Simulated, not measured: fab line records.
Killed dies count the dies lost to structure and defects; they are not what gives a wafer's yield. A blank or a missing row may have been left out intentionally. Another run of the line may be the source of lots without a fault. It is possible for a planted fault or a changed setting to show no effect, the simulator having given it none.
What tool caused it? + flow nand harc + Sampling: 24 lots, 72 wafers, 6 of 1302 route steps

WHAT EACH GAUGE READ, for each wafer
NHARC_P_M1_INSPECT_27.
| lot  | measured     | on                | raw defect count |
|------|--------------|-------------------|------------------|
| L075 | day 7 00:46  | defect inspect-01 | 144 311 161      |
| L076 | day 7 12:53  | defect inspect-02 | 320 376 401      |
| L077 | day 7 18:08  | defect inspect-02 | 183 403 324      |
| L074 | day 7 20:19  | defect inspect-01 | 193 352 235      |
| L078 | day 8 00:56  | defect inspect-01 | 155 371 261      |
| L079 | day 8 08:53  | defect inspect-02 | 340 345 287      |
| L080 | day 8 21:23  | defect inspect-01 | 438 203 340      |
| L081 | day 9 06:56  | defect inspect-02 | 116 184 381      |
| L082 | day 9 20:52  | defect inspect-01 | 369 266 361      |
| L083 | day 10 01:21 | defect inspect-01 | 234 363 240      |
| L085 | day 10 22:05 | defect inspect-01 | 362 412 494      |
| L084 | day 11 00:52 | defect inspect-01 | 276 273 426      |
| L086 | day 11 08:34 | defect inspect-01 | 221 228 346      |
| L087 | day 12 14:55 | defect inspect-02 | 158 236 395      |
| L088 | day 12 15:45 | defect inspect-02 | 275 272 413      |
| L089 | day 13 04:42 | defect inspect-02 | 246 154 158      |
| L090 | day 13 05:52 | defect inspect-02 | 153 162 144      |
| L091 | day 13 12:25 | defect inspect-01 | 288 228 202      |
| L093 | day 14 00:29 | defect inspect-01 | 277 326 162      |
| L092 | day 14 02:37 | defect inspect-02 | 182 348 340      |
| L094 | day 14 13:59 | defect inspect-01 | 299 420 401      |
| L095 | day 15 05:46 | defect inspect-02 | 333 180 268      |
| L096 | day 15 10:47 | defect inspect-02 | 227 313 197      |
| L097 | day 15 21:17 | defect inspect-02 | 331 264 207      |

TOOL THAT RAN EACH LOT (tool first, then ch and the chambers of the sampled wafers, then the start)
| lot  | NHARC_P_CONTACT_DEP_30          | NHARC_P_CONTACT_DEGAS_38     | NHARC_P_CONTACT_CMP_24        | NHARC_P_M0_PRE_CLEAN_31         | NHARC_P_M1_ETCH_35                 |
|------|---------------------------------|------------------------------|-------------------------------|---------------------------------|------------------------------------|
| L075 | pecvd-03 ch 0,2, day 6 11:28    | pvd sputter-03, day 6 14:55  | cmp-04 ch 0,1,2, day 6 16:02  | pecvd-03 ch 1,2, day 6 20:17    | rie diel-02 ch 0,2,3, day 6 22:13  |
| L076 | pecvd-01 ch 1,2, day 7 00:19    | pvd sputter-01, day 7 03:38  | cmp-02 ch 0,1,3, day 7 04:44  | pecvd-03 ch 0,2, day 7 08:45    | rie diel-09 ch 1,2, day 7 10:21    |
| L077 | pecvd-03 ch 0,2, day 7 05:45    | pvd sputter-03, day 7 08:53  | cmp-03 ch 0,1,2, day 7 10:02  | pecvd-01 ch 0,2, day 7 13:55    | rie diel-12 ch 1,2,3, day 7 15:39  |
| L074 | pecvd-02 ch 0,1,2, day 7 07:34  | pvd sputter-03, day 7 10:50  | cmp-04 ch 0,2,3, day 7 12:00  | pecvd-03 ch 1,2, day 7 16:05    | rie diel-12 ch 0,1,3, day 7 17:49  |
| L078 | pecvd-01 ch 0,2, day 7 12:22    | pvd sputter-03, day 7 15:46  | cmp-02 ch 1,2, day 7 16:50    | pecvd-04 ch 1,2, day 7 20:58    | rie diel-12 ch 1,2,3, day 7 22:26  |
| L079 | pecvd-02 ch 1,2, day 7 20:26    | pvd sputter-02, day 7 23:43  | cmp-03 ch 0,1,3, day 8 00:50  | pecvd-03 ch 0,2, day 8 04:53    | rie diel-09 ch 0,1, day 8 06:20    |
| L080 | pecvd-02 ch 0,1,2, day 8 08:41  | pvd sputter-02, day 8 11:54  | cmp-04 ch 0,1, day 8 12:59    | pecvd-04 ch 0,1,2, day 8 17:18  | rie diel-09 ch 0,3, day 8 18:52    |
| L081 | pecvd-02 ch 0,1,2, day 8 18:02  | pvd sputter-02, day 8 21:13  | cmp-02 ch 2,3, day 8 22:20    | pecvd-04 ch 0,1,2, day 9 02:52  | rie diel-12 ch 0,3, day 9 04:27    |
| L082 | pecvd-01 ch 0,1, day 9 08:20    | pvd sputter-03, day 9 11:46  | cmp-04 ch 1,2,3, day 9 12:53  | pecvd-03 ch 0,1,2, day 9 16:55  | rie diel-12 ch 0,1,3, day 9 18:23  |
| L083 | pecvd-03 ch 0,1,2, day 9 12:43  | pvd sputter-02, day 9 16:03  | cmp-03 ch 0,1,3, day 9 17:13  | pecvd-01 ch 0,2, day 9 21:17    | rie diel-12 ch 0,3, day 9 22:52    |
| L085 | pecvd-03 ch 0,1,2, day 10 09:08 | pvd sputter-03, day 10 12:42 | cmp-02 ch 1,2,3, day 10 13:53 | pecvd-01 ch 0,2, day 10 17:58   | rie diel-12 ch 1,2,3, day 10 19:34 |
| L084 | pecvd-01 ch 0,1, day 10 12:09   | pvd sputter-03, day 10 15:44 | cmp-04 ch 0,1,3, day 10 16:49 | pecvd-04 ch 0,1,2, day 10 20:51 | rie diel-12 ch 1,2,3, day 10 22:20 |
| L086 | pecvd-01 ch 0,1,2, day 10 19:49 | pvd sputter-02, day 10 23:16 | cmp-04 ch 0,2, day 11 00:22   | pecvd-03 ch 1,2, day 11 04:24   | rie diel-09 ch 1,2,3, day 11 06:04 |
| L087 | pecvd-02 ch 1,2, day 12 02:05   | pvd sputter-02, day 12 05:24 | cmp-02 ch 0,1,2, day 12 06:46 | pecvd-01 ch 0,1,2, day 12 10:47 | rie diel-09 ch 0,1, day 12 12:22   |
| L088 | pecvd-02 ch 0,1,2, day 12 02:49 | pvd sputter-03, day 12 06:08 | cmp-04 ch 0,1,2, day 12 07:16 | pecvd-01 ch 0,1,2, day 12 11:40 | rie diel-09 ch 0,1,2, day 12 13:15 |
| L089 | pecvd-02 ch 0,2, day 12 15:23   | pvd sputter-03, day 12 19:16 | cmp-04 ch 1,2,3, day 12 20:26 | pecvd-01 ch 0,2, day 13 00:37   | rie diel-12 ch 0,1,2, day 13 02:12 |
| L090 | pecvd-03 ch 0,1, day 12 17:19   | pvd sputter-01, day 12 20:37 | cmp-02 ch 0,1,2, day 12 21:46 | pecvd-04 ch 0,1,2, day 13 01:54 | rie diel-12 ch 0,1,2, day 13 03:22 |
| L091 | pecvd-03 ch 0,1,2, day 12 23:51 | pvd sputter-03, day 13 03:10 | cmp-04 ch 1,2,3, day 13 04:19 | pecvd-03 ch 0,1, day 13 08:26   | rie diel-12 ch 0,1,3, day 13 09:55 |
| L093 | pecvd-02 ch 0,1,2, day 13 11:39 | pvd sputter-01, day 13 15:01 | cmp-04 ch 0,3, day 13 16:05   | pecvd-03 ch 1,2, day 13 20:32   | rie diel-09 ch 0,1, day 13 22:00   |
| L092 | pecvd-01 ch 0,1,2, day 13 14:10 | pvd sputter-03, day 13 17:25 | cmp-04 ch 1,2, day 13 18:31   | pecvd-01 ch 0,1, day 13 22:31   | rie diel-12 ch 1,2,3, day 14 00:07 |
| L094 | pecvd-02 ch 0,2, day 14 00:55   | pvd sputter-03, day 14 04:10 | cmp-04 ch 0,1,2, day 14 05:19 | pecvd-03 ch 0,1,2, day 14 09:25 | rie diel-12 ch 0,2, day 14 11:01   |
| L095 | pecvd-03 ch 0,1,2, day 14 17:22 | pvd sputter-01, day 14 20:28 | cmp-04 ch 0,1,3, day 14 21:35 | pecvd-01 ch 0,1,2, day 15 01:43 | rie diel-09 ch 0,1, day 15 03:17   |
| L096 | pecvd-02 ch 1,2, day 14 21:22   | pvd sputter-03, day 15 00:41 | cmp-04 ch 0,1,3, day 15 01:48 | pecvd-03 ch 0,1,2, day 15 06:16 | rie diel-09 ch 0,1,3, day 15 07:52 |
| L097 | pecvd-03 ch 0,1,2, day 15 08:56 | pvd sputter-02, day 15 12:13 | cmp-03 ch 0,1,2, day 15 13:20 | pecvd-01 ch 0,2, day 15 17:14   | rie diel-12 ch 0,1,3, day 15 18:49 |
- NHARC_P_CONTACT_DEP_30: deposits SiNx, target thk 30 nm.
- NHARC_P_CONTACT_DEGAS_38: time 60 s.
- NHARC_P_CONTACT_CMP_24: polishes, t overpolish 30 s, target thk 200 nm.
- NHARC_P_M0_PRE_CLEAN_31: time 12 s.
- NHARC_P_M1_ETCH_35: etches the open film in N2/H2, target depth 40 nm, overetch 12 nm, time 43.94 s.

WHAT THE TOOLS THEMSELVES READ (means of the sampled wafers that have a number; where no wafer has one, the mark that the record gives instead)
NHARC_P_CONTACT_DEP_30.
| lot  | tool     | heater power w (W) | rf fwd power W (W) |
|------|----------|--------------------|--------------------|
| L075 | pecvd-03 | 738                | 448.1              |
| L076 | pecvd-01 | 816                | 448.3              |
| L077 | pecvd-03 | 748                | 448.0              |
| L074 | pecvd-02 | 678                | 448.5              |
| L078 | pecvd-01 | 775                | 450.4              |
| L079 | pecvd-02 | 641                | 448.8              |
| L080 | pecvd-02 | 682                | 449.6              |
| L081 | pecvd-02 | 675                | 449.2              |
| L082 | pecvd-01 | 802                | 447.0              |
| L083 | pecvd-03 | 662                | 448.7              |
| L085 | pecvd-03 | 670                | 448.0              |
| L084 | pecvd-01 | 809                | 448.5              |
| L086 | pecvd-01 | 714                | 450.7              |
| L087 | pecvd-02 | 759                | 449.2              |
| L088 | pecvd-02 | 690                | 448.9              |
| L089 | pecvd-02 | 731                | 449.8              |
| L090 | pecvd-03 | 612                | 448.1              |
| L091 | pecvd-03 | 710                | 448.5              |
| L093 | pecvd-02 | 716                | 449.4              |
| L092 | pecvd-01 | 802                | 448.8              |
| L094 | pecvd-02 | 746                | 450.9              |
| L095 | pecvd-03 | 647                | 449.0              |
| L096 | pecvd-02 | 756                | 448.8              |
| L097 | pecvd-03 | 679                | 448.1              |

NHARC_P_CONTACT_DEGAS_38.
| lot  | tool           | heater power w (W) |
|------|----------------|--------------------|
| L075 | pvd sputter-03 | 479                |
| L076 | pvd sputter-01 | 470                |
| L077 | pvd sputter-03 | 453                |
| L074 | pvd sputter-03 | 454                |
| L078 | pvd sputter-03 | 475                |
| L079 | pvd sputter-02 | 478                |
| L080 | pvd sputter-02 | 459                |
| L081 | pvd sputter-02 | 467                |
| L082 | pvd sputter-03 | 475                |
| L083 | pvd sputter-02 | 476                |
| L085 | pvd sputter-03 | 455                |
| L084 | pvd sputter-03 | 425                |
| L086 | pvd sputter-02 | 467                |
| L087 | pvd sputter-02 | 446                |
| L088 | pvd sputter-03 | 446                |
| L089 | pvd sputter-03 | 472                |
| L090 | pvd sputter-01 | 461                |
| L091 | pvd sputter-03 | 443                |
| L093 | pvd sputter-01 | 486                |
| L092 | pvd sputter-03 | 440                |
| L094 | pvd sputter-03 | 500                |
| L095 | pvd sputter-01 | 467                |
| L096 | pvd sputter-03 | 456                |
| L097 | pvd sputter-02 | 481                |

NHARC_P_CONTACT_CMP_24.
| lot  | tool   | motor current A (A) | overpolish run s (s) | slurry flow ml min | time to endpoint s (s) |
|------|--------|---------------------|----------------------|--------------------|------------------------|
| L075 | cmp-04 | 11.7                | 29.996               | 149.8              | 41.6                   |
| L076 | cmp-02 | 12.7                | 29.999               | 150.0              | 37.9                   |
| L077 | cmp-03 | 11.8                | 29.991               | 149.5              | 38.1                   |
| L074 | cmp-04 | 12.0                | 30.003               | 149.9              | 39.1                   |
| L078 | cmp-02 | 11.3                | 30.010               | 150.2              | 38.1                   |
| L079 | cmp-03 | 12.0                | 30.005               | 149.9              | 39.5                   |
| L080 | cmp-04 | 11.3                | 30.003               | 149.7              | 38.2                   |
| L081 | cmp-02 | 11.5                | 30.002               | 150.9              | 38.8                   |
| L082 | cmp-04 | 11.7                | 29.998               | 149.8              | 37.9                   |
| L083 | cmp-03 | 12.5                | 30.004               | 149.6              | 38.3                   |
| L085 | cmp-02 | 11.7                | 29.995               | 150.1              | 37.5                   |
| L084 | cmp-04 | 10.9                | 29.996               | 150.0              | 38.8                   |
| L086 | cmp-04 | 12.4                | 30.002               | 150.2              | 38.3                   |
| L087 | cmp-02 | 11.8                | 29.993               | 150.0              | 39.2                   |
| L088 | cmp-04 | 12.0                | 29.999               | 150.0              | 35.6                   |
| L089 | cmp-04 | 11.6                | 30.005               | 150.0              | 38.4                   |
| L090 | cmp-02 | 11.6                | 29.998               | 150.3              | 38.5                   |
| L091 | cmp-04 | 11.7                | 30.002               | 149.9              | 36.8                   |
| L093 | cmp-04 | 11.5                | 30.008               | 149.9              | 35.4                   |
| L092 | cmp-04 | 11.2                | 30.004               | 149.7              | 38.6                   |
| L094 | cmp-04 | 11.8                | 30.000               | 149.5              | 37.5                   |
| L095 | cmp-04 | 11.0                | 29.992               | 149.9              | 39.7                   |
| L096 | cmp-04 | 11.3                | 30.002               | 150.1              | 42.1                   |
| L097 | cmp-03 | 12.2                | 29.999               | 149.9              | 39.0                   |

NHARC_P_M0_PRE_CLEAN_31.
| lot  | tool     | heater power w (W) | rf fwd power W (W) |
|------|----------|--------------------|--------------------|
| L075 | pecvd-03 | 581                | 292.5              |
| L076 | pecvd-03 | 671                | 293.3              |
| L077 | pecvd-01 | 701                | 292.3              |
| L074 | pecvd-03 | 578                | 293.0              |
| L078 | pecvd-04 | 667                | 292.3              |
| L079 | pecvd-03 | 660                | 292.6              |
| L080 | pecvd-04 | 706                | 292.3              |
| L081 | pecvd-04 | 661                | 293.1              |
| L082 | pecvd-03 | 615                | 292.7              |
| L083 | pecvd-01 | 631                | 292.4              |
| L085 | pecvd-01 | 643                | 292.1              |
| L084 | pecvd-04 | 681                | 292.2              |
| L086 | pecvd-03 | 574                | 293.9              |
| L087 | pecvd-01 | 669                | 292.4              |
| L088 | pecvd-01 | 691                | 292.0              |
| L089 | pecvd-01 | 657                | 292.9              |
| L090 | pecvd-04 | 691                | 292.5              |
| L091 | pecvd-03 | 580                | 293.0              |
| L093 | pecvd-03 | 642                | 293.1              |
| L092 | pecvd-01 | 700                | 291.9              |
| L094 | pecvd-03 | 565                | 292.3              |
| L095 | pecvd-01 | 741                | 292.3              |
| L096 | pecvd-03 | 629                | 293.0              |
| L097 | pecvd-01 | 715                | 292.2              |

NHARC_P_M1_ETCH_35.
| lot  | tool        | chamber pressure mTorr (mTorr) | drypump motor current A (A) | oes product au (a.u.) | rf fwd power W (W) | rf vpp V (V) | showerhead plenum p Torr (Torr) | throttle valve pct (%) |
|------|-------------|--------------------------------|-----------------------------|-----------------------|--------------------|--------------|---------------------------------|------------------------|
| L075 | rie diel-02 | 30.005                         | 6.0                         | 1.002                 | 396.2              | 430.1        | 1.99                            | 14.176                 |
| L076 | rie diel-09 | 30.015                         | 6.4                         | 1.003                 | 391.8              | 433.5        | 2.13                            | 14.165                 |
| L077 | rie diel-12 | 29.984                         | 5.6                         | 1.005                 | 394.0              | 430.6        | 2.05                            | 14.163                 |
| L074 | rie diel-12 | 30.003                         | 5.6                         | 1.004                 | 394.5              | 428.6        | 2.00                            | 14.171                 |
| L078 | rie diel-12 | 29.984                         | 5.6                         | 1.006                 | 394.9              | 431.0        | 2.05                            | 14.173                 |
| L079 | rie diel-09 | 30.019                         | 5.9                         | 1.003                 | 393.7              | 432.0        | 2.08                            | 14.167                 |
| L080 | rie diel-09 | 30.010                         | 6.1                         | 1.001                 | 393.8              | 427.6        | 1.93                            | 14.169                 |
| L081 | rie diel-12 | 29.994                         | 5.6                         | 0.995                 | 395.1              | 427.4        | 1.93                            | 14.176                 |
| L082 | rie diel-12 | 29.995                         | 5.6                         | 0.998                 | 394.5              | 429.2        | 2.00                            | 14.164                 |
| L083 | rie diel-12 | 29.993                         | 5.6                         | 0.993                 | 396.8              | 427.8        | 1.93                            | 14.167                 |
| L085 | rie diel-12 | 30.019                         | 5.6                         | 1.001                 | 394.6              | 430.6        | 2.05                            | 14.168                 |
| L084 | rie diel-12 | 30.004                         | 5.6                         | 0.998                 | 394.8              | 429.8        | 2.05                            | 14.173                 |
| L086 | rie diel-09 | 30.007                         | 6.3                         | 1.011                 | 393.5              | 430.5        | 2.05                            | 14.171                 |
| L087 | rie diel-09 | 30.015                         | 5.9                         | 1.008                 | 393.8              | 431.4        | 2.08                            | 14.173                 |
| L088 | rie diel-09 | 30.006                         | 6.1                         | 1.002                 | 395.3              | 431.4        | 2.07                            | 14.166                 |
| L089 | rie diel-12 | 29.997                         | 5.5                         | 0.998                 | 396.7              | 431.3        | 2.05                            | 14.165                 |
| L090 | rie diel-12 | 29.995                         | 5.5                         | 1.005                 | 395.4              | 430.9        | 2.05                            | 14.173                 |
| L091 | rie diel-12 | 29.987                         | 5.6                         | 0.997                 | 394.9              | 428.9        | 2.00                            | 14.173                 |
| L093 | rie diel-09 | 29.970                         | 5.9                         | 1.009                 | 394.0              | 431.5        | 2.08                            | 14.159                 |
| L092 | rie diel-12 | 29.996                         | 5.6                         | 0.990                 | 393.2              | 430.9        | 2.05                            | 14.181                 |
| L094 | rie diel-12 | 29.997                         | 5.6                         | 0.994                 | 393.9              | 430.2        | 2.04                            | 14.169                 |
| L095 | rie diel-09 | 29.983                         | 5.9                         | 0.997                 | 396.4              | 431.5        | 2.08                            | 14.174                 |
| L096 | rie diel-09 | 29.999                         | 6.0                         | 1.002                 | 395.0              | 428.8        | 2.00                            | 14.184                 |
| L097 | rie diel-12 | 29.987                         | 5.6                         | 1.000                 | 394.6              | 429.0        | 2.00                            | 14.170                 |

THE ANSWER, worked out from the rows above alone
Rule: what is usual is taken from the lots themselves. Put in order of their means at a reading, lots are off if they are a third of the lots or fewer, leave a main group of 4 or more, and stand apart from it by a gap of 3 or more times the standard deviation of the main group's means; of several such gaps the widest counts. The tables above print the reading to a certain number of digits; a main group whose means all agree to those digits is not used. Also off: a lot with no number at a reading for which 4 or more lots have one. Where the step has rows for the other lots, those lots are counted as sound. Order of review: gauges by route order, followed by the tools' own readings, for which a lot's mean as printed above is used. At the first step where some lot is off, the reading lying furthest off is the one used; lots without a number count as furthest.
Nothing can be told from this: no lot is off at any reading shown.

WHAT THE SIMULATOR HAD INSERTED
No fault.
